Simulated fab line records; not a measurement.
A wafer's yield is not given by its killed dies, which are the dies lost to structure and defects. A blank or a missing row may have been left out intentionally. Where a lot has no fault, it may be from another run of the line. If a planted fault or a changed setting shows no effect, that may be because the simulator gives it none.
fab line records -- flow n5-finfet -- part 1 of 2: steps 1 to 24 of 31
[record] lots = 5, wafers = 15, last-day = 16
route steps=1938 shown MOL_CONTACT_COAG@553
lots untouched by any fault: they come from a run of this same line in which no faults occurred
start-h: hours from the record's opening day to when the first of the lot's shown wafers began -- wait-h: hours since the lot's step before -- " identical to the entry in the row above -- L1.1+2: a single row standing in for several wafers -- - value missing, or start not given -- * or withheld: withheld -- < > ~ a bound
route shown NAME@n: names a module that has steps shown in the file, with the first one's number in the route -- usual: mean/standard deviation taken from wafers without a fault -- same: alike in all rows -- chamber/n: place in a boat -- sites: readings site by site -- _std_site: the values' standard deviation -- _edge_site: outer sites' mean less inner sites' -- radius-mm: for every site, how far away it sits from the centre of the wafer -- mask NAME#n: copy n -- behind: the tool/chamber that last shaped the wafer -- hold: cause of the lot's hold/its duration in hours/its outcome -- device: the transistor (n, p or np) that didn't switch -- end of line: the same wafers' tests at the end of the route -- a step given without rows: its recipe and nothing more -- killed: dies that structure and defects cost at the first sort, which is not the same as the wafer's yield -- map: per-die view of a wafer (x killed, . not killed, _ where there is no die)
set.NAME: the setting as run; set.NAME@STEP: as run at that earlier step -- model.NAME: the simulator's own value behind a step, which no gauge read
a table for each step, a row for each wafer; lots at some steps of the route
services: the hour from which a tool's chamber was out of use, counted from the record's first day as start-h (under 0 if before that day), plus the number of hours and why
[[steps]]
[step N5_MOL_CONTACT_COAG_SRD_126]
[recipe] dry-time-s = 32, dry = n2-spin, spin-rpm = 1500
[usual] spin-rpm = 1500.1/0.74
[same] dry-time-s = 32
lot.wafer,tool,chamber,start-h,wait-h,spin-rpm
L074.1,wet-bench-03,7,94.42,0.0,1500.2
L074.2,wet-bench-03,4,94.42,0.0,1498.5
L074.4,wet-bench-03,6,94.42,0.0,1499.9
L079.2,wet-bench-03,5,132.21,0.0,1500.1
L079.4,wet-bench-03,0,132.21,0.0,1500.3
L079.6,wet-bench-03,4,132.21,0.0,1500.2
L084.1,wet-bench-02,0,156.45,0.0,1500.6
L084.2,wet-bench-02,1,156.45,0.0,1499.3
L084.5,wet-bench-02,3,156.45,0.0,1500.5
L085.1,wet-bench-02,1,167.86,0.0,1498.9
L085.3,wet-bench-02,0,167.86,0.0,1499.3
L085.6,wet-bench-02,2,167.86,0.0,1498.8
L094.4,wet-bench-03,2,218.42,0.0,1499.7
L094.5,wet-bench-03,6,218.42,0.0,1501.2
L094.6,wet-bench-03,0,218.42,0.0,1500.6
[step N5_MOL_CONTACT_COAG_CMP_23]
[recipe] stop-on = SiO2, t-overpolish-s = 1.5, post-cmp-clean = cu-alkaline, down-force-psi = 2, platen-rpm = 50.289, pad-velocity-m-s = 1.0006, target-thk-nm = 0
[usual] motor-current-A = 8.2/0.69, overpolish-run-s = 1.500/0.0093, platen-rpm = 50.30/0.034, time-to-endpoint-s = 9.8/2.4
lot.wafer,tool,chamber,start-h,wait-h,motor-current-A,overpolish-run-s,platen-rpm,time-to-endpoint-s
L074.1,cmp-02,3,94.45,0.0,7.6,1.496,50.24,11.1
L074.2,cmp-02,0,94.45,0.0,8.8,1.510,50.29,9.0
L074.4,cmp-02,1,94.45,0.0,8.6,1.492,50.28,11.5
L079.2,cmp-01,2,132.28,0.1,7.7,1.492,50.28,8.6
L079.4,cmp-01,0,132.28,0.1,8.0,1.487,50.26,12.8
L079.6,cmp-01,1,132.28,0.1,8.2,1.495,50.26,8.3
L084.2,cmp-04,2,156.48,0.0,7.9,1.484,50.26,7.7
L084.1,cmp-04,1,156.48,0.0,7.1,1.496,50.32,6.9
L084.5,cmp-04,3,156.48,0.0,9.2,1.512,50.27,5.2
L085.1,cmp-01,1,167.89,0.0,8.3,1.511,50.26,9.1
L085.3,cmp-01,2,167.89,0.0,7.9,1.501,50.29,6.1
L085.6,cmp-01,1,167.89,0.0,8.3,1.510,50.24,8.5
L094.4,cmp-04,3,218.46,0.0,8.9,1.507,50.38,9.0
L094.5,cmp-04,3,218.46,0.0,8.7,1.515,50.37,6.6
L094.6,cmp-04,0,218.46,0.0,9.8,1.493,50.27,11.0
[step N5_MOL_CONTACT_COAG_WET_ETCH_26]
[recipe] target = Co, target-depth-nm = 13
lot.wafer,tool,chamber,start-h,wait-h
L074.1+2+4,wet-bench-06,"4,0,3",94.80,0.0
L079.2+4+6,wet-bench-06,"6,5,7",132.60,0.0
L084.1+2+5,wet-bench-06,"4,1,0",156.83,0.0
L085.1+3+6,wet-bench-02,"1,4,5",168.24,0.0
L094.4+5+6,wet-bench-03,"6,2,5",218.81,0.0
[step N5_MOL_CONTACT_COAG_WET_ETCH_116]
[recipe] chemistry = SC1-inhibited, target-depth-nm = 4.6, dry = ipa-marangoni, rinse-time-s = 30, rinse-temp-c = 23
[usual] rinse-temp-c = 23.01/0.11
lot.wafer,tool,chamber,start-h,wait-h,rinse-temp-c
L074.1,wet-bench-06,4,94.95,0.0,22.93
L074.2,wet-bench-06,0,94.95,0.0,22.91
L074.4,wet-bench-06,3,94.95,0.0,23.07
L079.2,wet-bench-06,6,132.75,0.0,22.91
L079.4,wet-bench-06,5,132.75,0.0,23.13
L079.6,wet-bench-06,7,132.75,0.0,22.90
L084.1,wet-bench-06,4,156.98,0.0,23.01
L084.2,wet-bench-06,1,156.98,0.0,23.00
L084.5,wet-bench-06,0,156.98,0.0,22.91
L085.1,wet-bench-02,1,168.39,0.0,22.96
L085.3,wet-bench-02,4,168.39,0.0,22.87
L085.6,wet-bench-02,5,168.39,0.0,23.13
L094.4,wet-bench-03,6,219.11,0.0,23.04
L094.5,wet-bench-03,2,219.11,0.0,22.87
L094.6,wet-bench-03,5,219.11,0.0,23.04
[step N5_MOL_CONTACT_COAG_ALD_27]
[recipe] material = SiOC, target-thk-a = 170, temp-c = 400, ald-precursor-family = carbosiloxane, ald-co-reactant = H2-plasma, pulse-time-s = 1.5, time-s = 2720, purge-time-s = 2, co-reactant-purge-time-s = 2, ald-cycles = 340, pressure-torr = 2
[usual] heater-power-w = 813/74, precursor-pulse-height-rel = 1.000/0.019
lot.wafer,tool,chamber,start-h,wait-h,heater-power-w,precursor-pulse-height-rel
L074.1,ald-sin-02,0,95.27,0.0,766,0.993
L074.2,ald-sin-02,1,95.27,0.0,782,1.013
L074.4,ald-sin-02,2,95.27,0.0,908,0.994
L079.2,ald-sin-03,3,133.07,0.0,875,1.001
L079.4,ald-sin-03,0,133.07,0.0,829,1.028
L079.6,ald-sin-03,2,133.07,0.0,706,0.992
L084.1,ald-sin-02,2,157.34,0.1,874,1.014
L084.2,ald-sin-02,0,157.34,0.1,774,1.015
L084.5,ald-sin-02,2,157.34,0.1,906,0.992
L085.1,ald-sin-02,0,168.71,0.0,764,1.007
L085.3,ald-sin-02,2,168.71,0.0,889,1.021
L085.6,ald-sin-02,3,168.71,0.0,786,0.963
L094.4,ald-sin-02,3,220.08,0.4,775,0.963
L094.5,ald-sin-02,1,220.08,0.4,801,0.974
L094.6,ald-sin-02,2,220.08,0.4,881,1.007
[step N5_MOL_CONTACT_COAG_CMP_28]
[recipe] stop-on = SiNx, t-overpolish-s = 0.85, post-cmp-clean = alkaline-brush, down-force-psi = 4.15, platen-rpm = 51.8, pad-velocity-m-s = 1.0307, target-thk-nm = 14.522
[usual] motor-current-A = 12.6/1.2, platen-rpm = 51.80/0.033, time-to-endpoint-s = 4.5/2.2
lot.wafer,tool,chamber,start-h,wait-h,motor-current-A,platen-rpm,time-to-endpoint-s
L074.2,cmp-01,2,97.15,1.1,11.9,51.81,3.5
L074.1,cmp-01,3,97.15,1.1,11.9,51.79,2.4
L074.4,cmp-01,1,97.15,1.1,12.8,51.76,2.3
L079.4,cmp-02,1,134.67,0.8,12.9,51.75,6.6
L079.2,cmp-02,3,134.67,0.8,10.7,51.80,5.7
L079.6,cmp-02,1,134.67,0.8,13.0,51.80,5.1
L084.1,cmp-04,0,158.91,0.8,14.4,51.80,7.8
L084.2,cmp-04,3,158.91,0.8,14.0,51.81,4.6
L084.5,cmp-04,0,158.91,0.8,14.9,51.76,6.2
L085.3,cmp-04,0,170.28,0.8,14.5,51.87,8.3
L085.1,cmp-04,3,170.28,0.8,13.7,51.82,4.5
L085.6,cmp-04,0,170.28,0.8,14.8,51.88,7.1
L094.4,cmp-01,3,221.69,0.8,12.2,51.78,4.9
L094.6,cmp-01,2,221.69,0.8,11.6,51.76,3.4
L094.5,cmp-01,3,221.69,0.8,12.3,51.83,2.3
[step N5_MOL_CONTACT_COAG_THK_MEAS_29]
[recipe] reads = SiNx_of_GATE_CUT_PECVD_57+SiNx_of_GATE_CUT_SAC_CAP_01
[usual] MD_CAP_THK = 17.93/0.085
lot.wafer,tool,chamber,start-h,wait-h,MD_CAP_THK[nm]
L074.1,film-metro-01,-,97.45,-,18.04
L074.2,film-metro-01,-,97.45,-,17.98
L074.4,film-metro-01,-,97.45,-,17.88
L079.2,film-metro-02,-,134.93,-,17.91
L079.4,film-metro-02,-,134.93,-,17.99
L079.6,film-metro-02,-,134.93,-,18.02
L084.1,film-metro-02,-,159.20,-,17.95
L084.2,film-metro-02,-,159.20,-,17.84
L084.5,film-metro-02,-,159.20,-,17.92
L085.1,film-metro-01,-,170.57,-,17.93
L085.3,film-metro-01,-,170.57,-,17.84
L085.6,film-metro-01,-,170.57,-,17.90
L094.4,film-metro-01,-,221.95,-,17.90
L094.5,film-metro-01,-,221.95,-,18.00
L094.6,film-metro-01,-,221.95,-,17.96
[step N5_MOL_CONTACT_COAG_ALD_123]
[recipe] material = SiNx, target-thk-a = 50, temp-c = 400, ald-precursor-family = SiH2I2, ald-co-reactant = N2/H2-plasma, pulse-time-s = 1, purge-time-s = 2, co-reactant-purge-time-s = 2, ald-cycles = 100, pressure-torr = 2
[usual] heater-power-w = 817/74, precursor-pulse-height-rel = 0.999/0.018
lot.wafer,tool,chamber,start-h,wait-h,heater-power-w,precursor-pulse-height-rel
L074.1,ald-sin-02,0,98.93,1.5,784,0.987
L074.2,ald-sin-02,3,98.93,1.5,804,1.011
L074.4,ald-sin-02,1,98.93,1.5,775,0.991
L079.2,ald-sin-03,3,135.46,0.5,858,0.998
L079.4,ald-sin-03,0,135.46,0.5,820,0.987
L079.6,ald-sin-03,1,135.46,0.5,722,1.003
L084.1,ald-sin-04,2,159.36,0.2,1014,0.989
L084.2,ald-sin-04,1,159.36,0.2,817,1.007
L084.5,ald-sin-04,1,159.36,0.2,841,0.981
L085.1,ald-sin-03,3,170.61,0.0,839,1.003
L085.3,ald-sin-03,1,170.61,0.0,712,1.018
L085.6,ald-sin-03,3,170.61,0.0,862,1.017
L094.4,ald-sin-03,3,221.99,0.0,886,0.996
L094.5,ald-sin-03,3,221.99,0.0,889,1.010
L094.6,ald-sin-03,0,221.99,0.0,832,0.969
[step N5_MOL_CONTACT_COAG_PECVD_31]
[recipe] material = SiO2, target-thk-a = 460, temp-c = 400, precursor = TEOS/O2, pressure-torr = 6.5, rf-w = withheld, teos-flow-sccm = withheld, gas = O2, flow-sccm = 2650, time-s = 8.9
lot.wafer,tool,chamber,start-h,wait-h
L074.1+2+4,pecvd-02,"1,0,2",99.43,0.3
L079.2+4+6,pecvd-01,1,135.98,0.3
L084.1+2+5,pecvd-03,"0,2,0",159.87,0.3
L085.1+3+6,pecvd-03,1,171.11,0.3
L094.4+5+6,pecvd-02,"1,0,2",222.50,0.3
[step N5_MOL_CONTACT_COAG_COAT_75]
[recipe] resist = SOC, temp-c = 250, time-s = 60, spin-rpm = 1500, resist-thk-nm = 60
lot.wafer,tool,chamber,start-h,wait-h
L074.1+2+4,litho-track-05,0,99.49,0.0
L079.2+4+6,litho-track-03,0,136.08,0.1
L084.1+2+5,litho-track-02,0,159.93,0.0
L085.1+3+6,litho-track-02,0,171.19,0.1
L094.4+5+6,litho-track-02,0,222.55,0.0
[step N5_MOL_CONTACT_COAG_COAT_76]
[recipe] resist = SiARC, temp-c = 220, time-s = 60, spin-rpm = 1500, resist-thk-nm = 10
lot.wafer,tool,chamber,start-h,wait-h
L074.1+2+4,litho-track-05,0,-,-
L079.2+4+6,litho-track-03,0,-,-
L084.1+2+5,litho-track-02,0,-,-
L085.1+3+6,litho-track-02,0,-,-
L094.4+5+6,litho-track-02,0,-,-
[step N5_MOL_CONTACT_COAG_COAT_77]
[recipe] resist = underlayer, temp-c = 205, time-s = 60, spin-rpm = 1500, resist-thk-nm = 10
lot.wafer,tool,chamber,start-h,wait-h
L074.1+2+4,litho-track-05,0,-,-
L079.2+4+6,litho-track-03,0,-,-
L084.1+2+5,litho-track-02,0,-,-
L085.1+3+6,litho-track-02,0,-,-
L094.4+5+6,litho-track-02,0,-,-
[step N5_MOL_CONTACT_COAG_COAT_78]
[recipe] resist = CAR-EUV, spin-rpm = 1500, resist-thk-nm = 40
lot.wafer,tool,chamber,start-h,wait-h
L074.1+2+4,litho-track-05,0,-,-
L079.2+4+6,litho-track-03,0,-,-
L084.1+2+5,litho-track-02,0,-,-
L085.1+3+6,litho-track-02,0,-,-
L094.4+5+6,litho-track-02,0,-,-
[step N5_MOL_CONTACT_COAG_EBR_80]
[recipe] solvent = PGMEA, ebr-width-mm = 1.5
lot.wafer,tool,chamber,start-h,wait-h
L074.1+2+4,litho-track-05,0,-,-
L079.2+4+6,litho-track-03,0,-,-
L084.1+2+5,litho-track-02,0,-,-
L085.1+3+6,litho-track-02,0,-,-
L094.4+5+6,litho-track-02,0,-,-
[step N5_MOL_CONTACT_COAG_SOFTBAKE_79]
[recipe] temp-c = 110, time-s = 60, resist = CAR-EUV
lot.wafer,tool,chamber,start-h,wait-h
L074.1+2+4,litho-track-05,0,-,-
L079.2+4+6,litho-track-03,0,-,-
L084.1+2+5,litho-track-02,0,-,-
L085.1+3+6,litho-track-02,0,-,-
L094.4+5+6,litho-track-02,0,-,-
[step N5_MOL_CONTACT_COAG_EXPOSE_81]
[recipe] mask-id = VG, na = 0.33, source-shape = annular, sigma-inner = 0.3, sigma-outer = 0.7, polarization = unpolarized, defocus-nm = 0, dose-mj = 59.5
[usual] stage-msd-nm = 0.83/0.041
lot.wafer,tool,chamber,start-h,wait-h,mask,stage-msd-nm
L074.1,euv-scanner-02,0,99.75,-,VG#0,0.89
L074.2,euv-scanner-02,0,99.75,-,VG#0,0.89
L074.4,euv-scanner-02,0,99.75,-,VG#0,0.89
L079.2,euv-scanner-02,0,136.35,-,VG#0,0.87
L079.4,euv-scanner-02,0,136.35,-,VG#0,0.87
L079.6,euv-scanner-02,0,136.35,-,VG#0,0.87
L084.1,euv-scanner-01,0,160.22,-,VG#0,0.80
L084.2,euv-scanner-01,0,160.22,-,VG#0,0.79
L084.5,euv-scanner-01,0,160.22,-,VG#0,0.79
L085.1,euv-scanner-02,0,171.45,-,VG#0,0.87
L085.3,euv-scanner-02,0,171.45,-,VG#0,0.87
L085.6,euv-scanner-02,0,171.45,-,VG#0,0.87
L094.4,euv-scanner-01,0,222.83,-,VG#0,0.79
L094.5,euv-scanner-01,0,222.83,-,VG#0,0.80
L094.6,euv-scanner-01,0,222.83,-,VG#0,0.79
[step N5_MOL_CONTACT_COAG_PEB_82]
[recipe] peb-temp-c = 100, peb-time-s = 60, resist = CAR-EUV
lot.wafer,tool,chamber,start-h,wait-h
L074.1+2+4,litho-track-02,0,99.83,0.1
L079.2+4+6,litho-track-05,0,136.42,0.1
L084.1+2+5,litho-track-02,0,160.30,0.1
L085.1+3+6,litho-track-03,0,171.52,0.1
L094.4+5+6,litho-track-05,0,222.89,0.0
[step N5_MOL_CONTACT_COAG_DEVELOP_83]
[recipe] develop-time-s = 30, developer = TMAH, resist = CAR-EUV, rinse-liquid = surfactant-rinse, dry = air-spin, dev-temp-c = 23
lot.wafer,tool,chamber,start-h,wait-h
L074.1+2+4,litho-track-02,0,-,-
L079.2+4+6,litho-track-05,0,-,-
L084.1+2+5,litho-track-02,0,-,-
L085.1+3+6,litho-track-03,0,-,-
L094.4+5+6,litho-track-05,0,-,-
[step N5_MOL_CONTACT_COAG_CD_MEAS_84]
[recipe] target-cd-nm = 25.1, landing-energy-ev = 500, detector = se-inlens, polarity = opening
[usual] cd-nm = 25.05/0.29
lot.wafer,tool,chamber,start-h,wait-h,cd-nm
L074.1,cd-sem-01,0,99.90,-,24.86
L074.2,cd-sem-01,0,99.90,-,24.72
L074.4,cd-sem-01,0,99.90,-,24.98
L079.2,cd-sem-03,0,136.49,-,25.78
L079.4,cd-sem-03,0,136.49,-,25.05
L079.6,cd-sem-03,0,136.49,-,25.37
L084.1,cd-sem-01,0,160.37,-,25.19
L084.2,cd-sem-01,0,160.37,-,24.61
L084.5,cd-sem-01,0,160.37,-,25.16
L085.1,cd-sem-01,0,171.59,-,24.71
L085.3,cd-sem-01,0,171.59,-,24.85
L085.6,cd-sem-01,0,171.59,-,25.29
L094.4,cd-sem-01,0,222.96,-,25.76
L094.5,cd-sem-01,0,222.96,-,25.45
L094.6,cd-sem-01,0,222.96,-,25.40
[step N5_MOL_CONTACT_COAG_OVL_MEAS_85]
[recipe] points-per-wafer = 522
[usual] VG_OVL = 0.5/0.74
lot.wafer,tool,chamber,start-h,wait-h,VG_OVL[nm]
L074.1,overlay-01,0,99.93,0.0,0.6
L074.2,overlay-01,0,99.93,0.0,0.1
L074.4,overlay-01,0,99.93,0.0,0.4
L079.2,overlay-02,0,136.52,0.0,0.2
L079.4,overlay-02,0,136.52,0.0,0.2
L079.6,overlay-02,0,136.52,0.0,0.7
L084.1,overlay-01,0,160.40,0.0,1.2
L084.2,overlay-01,0,160.40,0.0,1.3
L084.5,overlay-01,0,160.40,0.0,0.4
L085.1,overlay-01,0,171.62,0.0,1.1
L085.3,overlay-01,0,171.62,0.0,1.3
L085.6,overlay-01,0,171.62,0.0,1.0
L094.4,overlay-02,0,223.00,0.0,1.0
L094.5,overlay-02,0,223.00,0.0,1.2
L094.6,overlay-02,0,223.00,0.0,0.7
[step N5_MOL_CONTACT_COAG_INSPECT_57]
[recipe] mode = adi, inspect-instrument = brightfield
[usual] raw-defect-count = 207/52
lot.wafer,tool,chamber,start-h,wait-h,raw-defect-count
L074.1,defect-inspect-02,-,99.99,0.1,303
L074.2,defect-inspect-02,-,99.99,0.1,264
L074.4,defect-inspect-02,-,99.99,0.1,164
L079.2,defect-inspect-02,-,136.57,0.0,75
L079.4,defect-inspect-02,-,136.57,0.0,161
L079.6,defect-inspect-02,-,136.57,0.0,171
L084.1,defect-inspect-02,-,160.45,0.1,173
L084.2,defect-inspect-02,-,160.45,0.1,157
L084.5,defect-inspect-02,-,160.45,0.1,153
L085.1,defect-inspect-02,-,171.68,0.1,140
L085.3,defect-inspect-02,-,171.68,0.1,178
L085.6,defect-inspect-02,-,171.68,0.1,183
L094.4,defect-inspect-02,-,223.04,0.0,267
L094.5,defect-inspect-02,-,223.04,0.0,227
L094.6,defect-inspect-02,-,223.04,0.0,246
[step N5_MOL_CONTACT_COAG_DESCUM_88]
[recipe] chemistry = O2, time-s = 7, source-power-w = 50, bias-power-w = 20, pressure-mtorr = 20, rf-frequency-hz = 2.712e+07, temp-c = 40, resist = CAR-EUV, o2-flow-sccm = 225
[usual] drypump-motor-current-A = 5.7/0.47, oes-product-au = 0.77/0.058, rf-vpp-V = 243.6/1.1, showerhead-plenum-p-Torr = 2.13/0.05, throttle-valve-pct = 20.54/0.26
lot.wafer,tool,chamber,start-h,wait-h,drypump-motor-current-A,oes-product-au,rf-hours-counter-h,rf-vpp-V,showerhead-plenum-p-Torr,throttle-valve-pct
L074.1,rie-diel-05,0,100.02,0.0,5.5,0.81,89,244.0,2.12,20.66
L074.2,rie-diel-05,1,100.02,0.0,6.2,0.88,52,244.3,2.13,20.57
L074.4,rie-diel-05,2,100.02,0.0,4.9,0.76,157,245.4,2.18,20.10
L079.2,rie-diel-06,0,136.61,0.0,6.4,0.71,184,242.0,2.09,20.87
L079.4,rie-diel-06,3,136.61,0.0,5.7,0.84,73,243.8,2.13,20.59
L079.6,rie-diel-06,3,136.61,0.0,5.7,0.85,-,245.0,2.13,20.61
L084.1,rie-diel-05,0,160.49,0.0,5.5,0.79,110,243.2,2.11,20.70
L084.2,rie-diel-05,2,160.49,0.0,4.9,0.74,180,243.6,2.17,20.14
L084.5,rie-diel-05,0,160.49,0.0,5.5,0.80,-,242.8,2.11,20.69
L085.1,rie-diel-05,1,172.40,0.7,6.3,0.83,82,242.5,2.12,20.61
L085.3,rie-diel-05,0,172.40,0.7,5.5,0.79,118,243.5,2.11,20.71
L085.6,rie-diel-05,1,172.40,0.7,6.2,0.83,-,244.3,2.12,20.61
L094.4,rie-diel-02,1,223.34,0.3,6.2,0.69,238,243.9,2.05,20.21
L094.5,rie-diel-02,3,223.34,0.3,5.9,0.75,-,242.2,2.10,20.77
L094.6,rie-diel-02,2,223.34,0.3,5.1,0.71,-,241.7,2.09,21.00
[step N5_MOL_CONTACT_COAG_ETCH_89]
[recipe] chemistry = N2/H2, target = underlayer, target-depth-a = 130, mask-material = CAR-EUV, time-s = 10.4, ion-energy-ev = 200, pressure-mtorr = 30, source-w = 840, bias-w = 150, n2-flow-sccm = 200, h2-flow-sccm = 200, ends = cleared
[usual] drypump-motor-current-A = 5.7/0.47, etch-rf-on-time-s = 10.38/0.22, h2-flow-sccm = 199.9/0.58, oes-product-au = 0.66/0.051, rf-vpp-V = 525.1/1.5, showerhead-plenum-p-Torr = 2.58/0.058, throttle-valve-pct = 17.92/0.21
lot.wafer,tool,chamber,start-h,wait-h,drypump-motor-current-A,etch-rf-on-time-s,h2-flow-sccm,oes-product-au,rf-hours-counter-h,rf-vpp-V,showerhead-plenum-p-Torr,throttle-valve-pct
L074.1,rie-diel-05,0,100.05,0.0,5.5,9.89,199.5,0.71,89,524.9,2.56,17.87
L074.2,rie-diel-05,1,100.05,0.0,6.2,10.08,200.3,0.75,52,526.4,2.58,17.93
L074.4,rie-diel-05,2,100.05,0.0,4.9,10.56,198.9,0.65,157,527.2,2.65,17.63
L079.2,rie-diel-06,0,136.64,0.0,6.4,10.39,200.3,0.62,184,524.1,2.52,18.27
L079.4,rie-diel-06,3,136.64,0.0,5.7,10.20,200.2,0.73,73,524.2,2.57,17.92
L079.6,rie-diel-06,3,136.64,0.0,5.7,10.23,199.9,0.72,-,524.4,2.57,17.93
L084.1,rie-diel-05,0,160.52,0.0,5.5,10.02,199.6,0.68,110,525.5,2.55,17.91
L084.2,rie-diel-05,2,160.52,0.0,4.9,10.44,201.0,0.63,180,527.1,2.64,17.66
L084.5,rie-diel-05,0,160.52,0.0,5.5,9.87,198.6,0.69,-,523.8,2.55,17.91
L085.1,rie-diel-05,1,172.43,0.0,6.2,10.14,199.3,0.73,82,524.0,2.57,17.98
L085.3,rie-diel-05,0,172.43,0.0,5.5,9.96,198.9,0.67,118,524.7,2.54,17.93
L085.6,rie-diel-05,1,172.43,0.0,6.2,10.20,199.4,0.72,-,525.1,2.57,17.99
L094.4,rie-diel-02,1,223.38,0.0,6.2,10.50,200.4,0.59,238,522.5,2.52,17.77
L094.5,rie-diel-02,3,223.38,0.0,5.9,10.47,199.8,0.64,-,524.3,2.55,18.23
L094.6,rie-diel-02,2,223.38,0.0,5.1,10.75,200.3,0.59,-,524.9,2.51,18.20
[step N5_MOL_CONTACT_COAG_ETCH_90]
[recipe] chemistry = CF4, target = SiARC, target-depth-a = 130, mask-material = CAR-EUV, time-s = 21.7, ion-energy-ev = 80, pressure-mtorr = 40, source-w = 545, bias-w = 36, Ar_flow_sccm = 100, cf4-flow-sccm = 100, ends = cleared
[usual] cf4-flow-sccm = 100.0/0.3, drypump-motor-current-A = 5.7/0.47, etch-rf-on-time-s = 21.5/0.35, oes-product-au = 0.66/0.049, rf-vpp-V = 184.3/0.95, showerhead-plenum-p-Torr = 2.18/0.041, throttle-valve-pct = 15.68/0.22
lot.wafer,tool,chamber,start-h,wait-h,cf4-flow-sccm,drypump-motor-current-A,etch-rf-on-time-s,oes-product-au,rf-hours-counter-h,rf-vpp-V,showerhead-plenum-p-Torr,throttle-valve-pct
L074.1,rie-diel-05,0,100.07,0.0,100.3,5.5,20.6,0.71,89,183.2,2.17,15.79
L074.2,rie-diel-05,1,100.07,0.0,99.8,6.2,21.1,0.75,52,185.4,2.18,15.62
L074.4,rie-diel-05,2,100.07,0.0,99.8,4.9,21.8,0.65,157,183.5,2.22,15.34
L079.2,rie-diel-06,0,136.66,0.0,99.9,6.4,21.8,0.61,184,184.4,2.13,15.92
L079.4,rie-diel-06,3,136.66,0.0,100.5,5.7,21.7,0.72,73,185.7,2.17,15.66
L079.6,rie-diel-06,3,136.66,0.0,99.8,5.7,21.7,0.72,-,185.1,2.17,15.65
L084.1,rie-diel-05,0,160.54,0.0,99.7,5.5,21.1,0.68,110,185.0,2.16,15.83
L084.2,rie-diel-05,2,160.54,0.0,99.7,4.9,22.0,0.63,180,184.3,2.21,15.39
L084.5,rie-diel-05,0,160.54,0.0,99.4,5.5,21.1,0.68,-,184.4,2.16,15.83
L085.1,rie-diel-05,1,172.45,0.0,100.0,6.2,21.5,0.72,82,183.7,2.17,15.67
L085.3,rie-diel-05,0,172.45,0.0,99.8,5.5,21.0,0.67,118,184.1,2.16,15.86
L085.6,rie-diel-05,1,172.45,0.0,99.7,6.2,21.4,0.71,-,182.5,2.17,15.70
L094.4,rie-diel-02,1,223.40,0.0,100.0,6.3,21.7,0.60,238,183.7,2.11,15.52
L094.5,rie-diel-02,3,223.40,0.0,100.1,5.8,21.1,0.65,-,184.7,2.15,15.94
L094.6,rie-diel-02,2,223.40,0.0,99.8,5.1,22.2,0.60,-,183.6,2.14,16.08
